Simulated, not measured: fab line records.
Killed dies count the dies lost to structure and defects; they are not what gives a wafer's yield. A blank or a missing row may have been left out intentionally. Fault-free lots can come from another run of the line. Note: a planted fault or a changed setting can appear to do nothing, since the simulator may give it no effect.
Which tool is to blame? + flow nand-harc + 72 wafers from 24 lots sampled at 3 of the route's 1302 steps

== WHAT THE GAUGES READ, wafer by wafer ==
NHARC_P_BONDPAD_THK_MEAS_20: measures by xrf.
| lot  | measured     | on            | thk-nm (nm)       |
|------|--------------|---------------|-------------------|
| L074 | day 6 15:10  | film-metro-01 | 160.1 160.6 159.3 |
| L075 | day 7 04:45  | film-metro-02 | 159.1 160.1 161.8 |
| L076 | day 7 11:58  | film-metro-02 | 159.7 160.2 160.2 |
| L077 | day 7 23:21  | film-metro-01 | 160.8 161.6 161.1 |
| L078 | day 8 11:03  | film-metro-02 | 159.9 160.9 161.8 |
| L079 | day 8 23:13  | film-metro-02 | 160.4 161.2 159.3 |
| L080 | day 9 12:43  | film-metro-01 | 158.2 162.1 161.8 |
| L081 | day 9 13:17  | film-metro-02 | 158.5 159.1 160.8 |
| L082 | day 10 01:08 | film-metro-01 | 159.8 161.5 161.6 |
| L083 | day 10 13:17 | film-metro-01 | 160.4 158.9 160.6 |
| L084 | day 10 19:18 | film-metro-01 | 162.2 161.2 158.1 |
| L086 | day 11 08:53 | film-metro-02 | 162.1 160.1 160.1 |
| L085 | day 11 10:07 | film-metro-01 | 161.9 161.2 161.9 |
| L087 | day 12 06:54 | film-metro-02 | 158.8 158.6 159.2 |
| L089 | day 12 22:07 | film-metro-01 | 159.1 160.2 163.1 |
| L088 | day 13 01:31 | film-metro-01 | 161.5 159.5 160.6 |
| L090 | day 13 11:28 | film-metro-01 | 159.4 160.8 161.4 |
| L091 | day 13 15:35 | film-metro-02 | 161.9 161.7 162.1 |
| L092 | day 14 05:08 | film-metro-01 | 163.7 159.9 161.3 |
| L093 | day 14 17:53 | film-metro-02 | 161.7 160.4 159.5 |
| L094 | day 15 04:05 | film-metro-02 | 163.0 161.9 160.0 |
| L095 | day 15 05:20 | film-metro-01 | 163.1 159.7 159.6 |
| L096 | day 15 18:53 | film-metro-01 | 157.7 159.0 158.9 |
| L097 | day 16 02:45 | film-metro-01 | 158.7 162.2 163.6 |

== TOOL THAT RAN EACH LOT (tool first, then ch and the chambers of the sampled wafers, then the start) ==
| lot  | NHARC_P_BONDPAD_PRE_CLEAN_26            | NHARC_P_BONDPAD_CMP_19        |
|------|-----------------------------------------|-------------------------------|
| L074 | pvd-sputter-02, day 6 14:52 or earlier  | cmp-01 ch 1,2, day 6 14:52    |
| L075 | pvd-sputter-01, day 7 04:29 or earlier  | cmp-02 ch 0,2,3, day 7 04:29  |
| L076 | pvd-sputter-01, day 7 11:44 or earlier  | cmp-01 ch 1,2,3, day 7 11:44  |
| L077 | pvd-sputter-02, day 7 23:02 or earlier  | cmp-02 ch 0,3, day 7 23:02    |
| L078 | pvd-sputter-02, day 8 10:45 or earlier  | cmp-02 ch 2,3, day 8 10:45    |
| L079 | pvd-sputter-03, day 8 22:53 or earlier  | cmp-01 ch 1,2, day 8 22:53    |
| L080 | pvd-sputter-01, day 9 12:23 or earlier  | cmp-02 ch 2,3, day 9 12:23    |
| L081 | pvd-sputter-02, day 9 12:58 or earlier  | cmp-01 ch 0,2,3, day 9 12:58  |
| L082 | pvd-sputter-02, day 10 00:50 or earlier | cmp-02 ch 0,1,3, day 10 00:50 |
| L083 | pvd-sputter-01, day 10 12:58 or earlier | cmp-02 ch 0,2,3, day 10 12:58 |
| L084 | pvd-sputter-02, day 10 19:01 or earlier | cmp-01 ch 1,2,3, day 10 19:01 |
| L086 | pvd-sputter-03, day 11 08:36 or earlier | cmp-02 ch 0,1,3, day 11 08:36 |
| L085 | pvd-sputter-03, day 11 09:48 or earlier | cmp-03 ch 0,1,2, day 11 09:48 |
| L087 | pvd-sputter-01, day 12 06:36 or earlier | cmp-01 ch 2,3, day 12 06:36   |
| L089 | pvd-sputter-03, day 12 21:51 or earlier | cmp-03 ch 0,1,3, day 12 21:51 |
| L088 | pvd-sputter-01, day 13 01:11 or earlier | cmp-01 ch 0,1, day 13 01:11   |
| L090 | pvd-sputter-01, day 13 11:10 or earlier | cmp-03 ch 1,2, day 13 11:10   |
| L091 | pvd-sputter-01, day 13 15:16 or earlier | cmp-01 ch 2,3, day 13 15:16   |
| L092 | pvd-sputter-03, day 14 04:49 or earlier | cmp-02 ch 1,2,3, day 14 04:49 |
| L093 | pvd-sputter-01, day 14 17:37 or earlier | cmp-01 ch 0,1,2, day 14 17:37 |
| L094 | pvd-sputter-02, day 15 03:48 or earlier | cmp-03 ch 0,2, day 15 03:48   |
| L095 | pvd-sputter-02, day 15 05:04 or earlier | cmp-03 ch 0,1,2, day 15 05:04 |
| L096 | pvd-sputter-02, day 15 18:34 or earlier | cmp-02 ch 0,2,3, day 15 18:34 |
| L097 | pvd-sputter-02, day 16 02:25 or earlier | cmp-01 ch 0,3, day 16 02:25   |
- NHARC_P_BONDPAD_PRE_CLEAN_26: time 30 s.
- NHARC_P_BONDPAD_CMP_19: polishes, t overpolish 30 s, cu recess touch 16 s, target thk 160.81 nm.

== AS READ BY THE TOOLS THEMSELVES (means over the sampled wafers that have a number; for cases with no such wafer, the mark the record gives instead) ==
NHARC_P_BONDPAD_PRE_CLEAN_26.
| lot  | tool           | heater-power-w (W) |
|------|----------------|--------------------|
| L074 | pvd-sputter-02 | 403                |
| L075 | pvd-sputter-01 | 417                |
| L076 | pvd-sputter-01 | 416                |
| L077 | pvd-sputter-02 | 393                |
| L078 | pvd-sputter-02 | 372                |
| L079 | pvd-sputter-03 | 410                |
| L080 | pvd-sputter-01 | 421                |
| L081 | pvd-sputter-02 | 375                |
| L082 | pvd-sputter-02 | 377                |
| L083 | pvd-sputter-01 | 425                |
| L084 | pvd-sputter-02 | 376                |
| L086 | pvd-sputter-03 | 431                |
| L085 | pvd-sputter-03 | 423                |
| L087 | pvd-sputter-01 | 415                |
| L089 | pvd-sputter-03 | 389                |
| L088 | pvd-sputter-01 | 410                |
| L090 | pvd-sputter-01 | 418                |
| L091 | pvd-sputter-01 | 414                |
| L092 | pvd-sputter-03 | 392                |
| L093 | pvd-sputter-01 | 412                |
| L094 | pvd-sputter-02 | 340                |
| L095 | pvd-sputter-02 | 368                |
| L096 | pvd-sputter-02 | 378                |
| L097 | pvd-sputter-02 | 383                |

NHARC_P_BONDPAD_CMP_19.
| lot  | tool   | motor-current-A (A) | overpolish-run-s (s) | pad-life-wafers | slurry-flow-ml-min |
|------|--------|---------------------|----------------------|-----------------|--------------------|
| L074 | cmp-01 | 11.2                | 30.002               | 169             | 149.7              |
| L075 | cmp-02 | 12.2                | 30.005               | 20              | 150.2              |
| L076 | cmp-01 | 13.0                | 30.001               | 261             | 150.1              |
| L077 | cmp-02 | 13.1                | 29.993               | 78              | 150.5              |
| L078 | cmp-02 | 12.0                | 29.996               | 115             | 150.2              |
| L079 | cmp-01 | 12.6                | 29.997               | 6               | 150.0              |
| L080 | cmp-02 | 11.7                | 30.002               | 218             | 149.4              |
| L081 | cmp-01 | 13.2                | 30.002               | 61              | 150.2              |
| L082 | cmp-02 | 12.0                | 29.998               | 266             | 149.9              |
| L083 | cmp-02 | 12.6                | 30.004               | 313             | 150.4              |
| L084 | cmp-01 | 12.9                | 29.993               | 212             | 150.1              |
| L086 | cmp-02 | 12.6                | 30.010               | 14              | 149.8              |
| L085 | cmp-03 | 11.2                | 29.992               | 350             | 149.7              |
| L087 | cmp-01 | 12.0                | 30.005               | 332             | 149.7              |
| L089 | cmp-03 | 10.8                | 29.996               | 86              | 149.8              |
| L088 | cmp-01 | 13.4                | 29.994               | 2               | 149.4              |
| L090 | cmp-03 | 10.9                | 30.009               | 103             | 150.0              |
| L091 | cmp-01 | 13.5                | 30.004               | 68              | 149.7              |
| L092 | cmp-02 | 12.3                | 29.995               | 301             | 150.3              |
| L093 | cmp-01 | 12.0                | 30.009               | 200             | 149.5              |
| L094 | cmp-03 | 11.2                | 30.001               | 302             | 150.0              |
| L095 | cmp-03 | 10.9                | 29.989               | 308             | 150.1              |
| L096 | cmp-02 | 12.0                | 30.001               | 31              | 150.3              |
| L097 | cmp-01 | 13.2                | 30.002               | 344             | 150.0              |

== THE ANSWER, worked out from the rows above alone ==
Rule: the usual values come from the lots themselves. Put in order of their means at a reading, lots are off if they are a third of the lots or fewer, leave a main group of 4 or more, and stand apart from it by a gap of 3 or more times the standard deviation of the main group's means; of several such gaps the widest counts. A main group whose means are all the same, to the digits that the tables above print for the reading, isn't used. A lot without any number at a reading at which 4 lots or more have one is off too. The other lots that the step has rows for count as sound. First the gauges in route order, then the tools' own readings, where a lot's mean is used as printed above. At the first step where some lot is off, the reading lying furthest off is the one used; lots without a number count as furthest.
No lot is off on any of the readings shown, so nothing can be concluded from this.

== WHAT THE SIMULATOR PUT IN ==
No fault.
